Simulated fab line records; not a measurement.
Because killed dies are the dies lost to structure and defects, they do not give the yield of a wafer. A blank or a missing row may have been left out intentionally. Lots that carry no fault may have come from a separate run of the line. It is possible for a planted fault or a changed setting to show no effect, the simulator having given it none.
Which tool did it? | flow n5Finfet | Sampling: 10 lots, 30 wafers, 4 of 1938 route steps

## WHAT THE GAUGES SHOWED, per wafer
N5_BEOL_M0_SAQP_CD_MEAS_14: target cd 42.5 nm.
lot  | measured     | on       | cdNm (nm)
L581 | day 6 22:33  | cdSem-02 | 42.4 42.7 42.0
L582 | day 7 01:53  | cdSem-02 | 42.6 43.2 42.9
L584 | day 7 03:27  | cdSem-02 | 42.5 42.4 42.5
L585 | day 7 07:31  | cdSem-02 | 42.5 43.0 43.2
L587 | day 7 19:55  | cdSem-01 | 38.0 38.3 37.7
L588 | day 8 04:53  | cdSem-03 | 38.9 39.2 39.1
L589 | day 8 06:17  | cdSem-02 | 38.0 37.7 37.7
L592 | day 9 08:18  | cdSem-01 | 42.2 42.1 42.8
L593 | day 9 13:25  | cdSem-01 | 42.4 42.2 41.7
L596 | day 10 01:27 | cdSem-02 | 42.3 42.1 42.5

## WHAT TOOL EACH LOT RAN ON (gives the tool, then ch and the chambers of the sampled wafers, and finally the start)
lot  | N5_MOL_CONTACT_COAG_STRIP_49       | N5_BEOL_M0_SAQP_ILD_DEP_01     | N5_BEOL_M0_SAQP_PEB_12
L581 | plasmaAsher-02 ch 0,1, day 6 16:02 | pecvd-04 ch 1,2, day 6 20:19   | lithoTrack-03 ch 0, day 6 22:29
L582 | plasmaAsher-02 ch 0,1, day 6 17:32 | pecvd-02 ch 0,1,2, day 6 23:20 | lithoTrack-02 ch 0, day 7 01:49
L584 | plasmaAsher-02 ch 0,1, day 6 21:31 | pecvd-02 ch 0,2, day 7 02:20   | lithoTrack-03 ch 0, day 7 03:23
L585 | plasmaAsher-02 ch 0,1, day 7 00:32 | pecvd-04 ch 0,1, day 7 05:20   | lithoTrack-02 ch 0, day 7 07:26
L587 | plasmaAsher-01 ch 0,1, day 7 13:29 | pecvd-01 ch 0,2, day 7 17:47   | lithoTrack-02 ch 0, day 7 19:51
L588 | plasmaAsher-01 ch 0,1, day 7 19:58 | pecvd-04 ch 1,2, day 8 00:18   | lithoTrack-02 ch 0, day 8 04:49
L589 | plasmaAsher-01 ch 0,1, day 8 00:20 | pecvd-04 ch 1,2, day 8 04:40   | lithoTrack-02 ch 0, day 8 06:13
L592 | plasmaAsher-01 ch 0,1, day 9 02:47 | pecvd-01 ch 0,1, day 9 07:07   | lithoTrack-05 ch 0, day 9 08:14
L593 | plasmaAsher-01 ch 0,1, day 9 04:07 | pecvd-01 ch 0,1,2, day 9 10:07 | lithoTrack-03 ch 0, day 9 13:21
L596 | plasmaAsher-01 ch 0,1, day 9 18:46 | pecvd-04 ch 0,1, day 10 00:07  | lithoTrack-03 ch 0, day 10 01:23
- N5_MOL_CONTACT_COAG_STRIP_49: strips in N2/H2, time 30 s.
- N5_BEOL_M0_SAQP_ILD_DEP_01: deposits SiOC from DEMS/O2, target thk 45.419 nm, time 8.7 s.
- N5_BEOL_M0_SAQP_PEB_12: peb time 60 s.

## THE ANSWER, worked out from the rows above alone
Rule: the usual values come from the lots themselves. Put in order of their means at a reading, lots are off if they are a third of the lots or fewer, leave a main group of 4 or more, and stand apart from it by a gap of 3 or more times the standard deviation of the main group's means; of several such gaps the widest counts. Not used: any main group whose means are identical at the precision the tables above print for the reading. Also off: a lot with no number at a reading for which 4 or more lots have one. All remaining lots with rows at the step are treated as sound.
Off, at N5_BEOL_M0_SAQP_CD_MEAS_14 on cdNm: L587, L588, L589. For the main group the mean is 42.5 nm and the standard deviation 0.28.
A tool fits if, at a process step before that reading, it ran every lot that is off, and no sound lot after the first of them. Those tools and the gauges at N5_BEOL_M0_SAQP_CD_MEAS_14 are tried in the same way. One candidate fits, namely lithoTrack-02 at N5_BEOL_M0_SAQP_PEB_12. A fault onset in the window from L585 (day 7 07:26, its last sound lot) to L587 (day 7 19:51, its first lot off) fits.

## WHAT WAS PUT IN BY THE SIMULATOR
Process parameters drifting: lithoTrack-02 at N5_BEOL_M0_SAQP_PEB_12, beginning at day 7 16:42. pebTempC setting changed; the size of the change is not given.
Shown lots that were struck: L587, L588, L589. The rule above found the same.
